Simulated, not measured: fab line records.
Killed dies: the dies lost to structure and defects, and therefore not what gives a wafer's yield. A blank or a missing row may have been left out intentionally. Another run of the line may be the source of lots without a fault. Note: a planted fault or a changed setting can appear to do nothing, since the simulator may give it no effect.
Which tool did it? | flow n5Finfet | 23 lots, 69 wafers sampled, at 1 step of a route of 1938

## WHAT THE GAUGES SHOWED, per wafer
N5_BEOL_M1_INSPECT_59: inspects for defects (darkfield).
lot  | measured     | on               | rawDefectCount
L074 | day 6 18:29  | defectInspect-01 | 77 73 92
L076 | day 7 22:45  | defectInspect-02 | 68 67 60
L075 | day 8 01:22  | defectInspect-02 | 62 76 67
L077 | day 8 03:22  | defectInspect-02 | 65 73 81
L078 | day 8 06:51  | defectInspect-02 | 124 92 64
L080 | day 8 18:32  | defectInspect-02 | 63 78 95
L081 | day 8 20:07  | defectInspect-01 | 57 62 64
L082 | day 9 02:05  | defectInspect-02 | 57 98 85
L083 | day 9 10:05  | defectInspect-02 | 62 56 27
L084 | day 9 12:56  | defectInspect-01 | 78 59 123
L085 | day 9 16:06  | defectInspect-02 | 55 80 59
L086 | day 10 03:08 | defectInspect-01 | 63 36 76
L087 | day 10 04:21 | defectInspect-01 | 133 94 54
L088 | day 10 12:29 | defectInspect-02 | 88 63 74
L089 | day 10 12:38 | defectInspect-01 | 81 114 57
L091 | day 11 06:50 | defectInspect-01 | 97 88 80
L092 | day 11 07:13 | defectInspect-01 | 68 55 91
L093 | day 11 16:02 | defectInspect-02 | 124 55 57
L095 | day 12 04:49 | defectInspect-02 | 59 52 67
L079 | day 12 09:55 | defectInspect-02 | 66 144 95
L097 | day 12 10:50 | defectInspect-01 | 62 71 65
L096 | day 12 15:20 | defectInspect-02 | 38 51 84
L094 | day 12 22:44 | defectInspect-01 | 76 65 71

## EACH LOT AND THE TOOL THAT RAN IT (in order: tool; ch and the chambers of the sampled wafers; start)
The record holds no process step before these readings.

## AS READ BY THE TOOLS THEMSELVES (means over the sampled wafers that have a number; for cases with no such wafer, the mark the record gives instead)
The record holds no such reading with a usual standard deviation.

## THE ANSWER, worked out from the rows above alone
Rule: the usual values come from the lots themselves. The widest of any qualifying gaps counts: lots, ordered by their means at a reading, are off when they make up no more than a third of the lots, leave a main group of 4 or more, and stand apart from it by 3 or more times the standard deviation of that group's means. If all means in a main group match to the digits the tables above print for the reading, that group is not used. Also off: a lot with no number at a reading for which 4 or more lots have one. Where the step has rows for the other lots, those lots are counted as sound. First the gauges in route order, then the tools' own readings, where a lot's mean is used as printed above. The first step at which some lot is off is used, and at that step the reading that is off furthest; a lot without a number counts as furthest.
Nothing can be told from this: no lot is off at any reading shown.

## WHAT WAS PUT IN BY THE SIMULATOR
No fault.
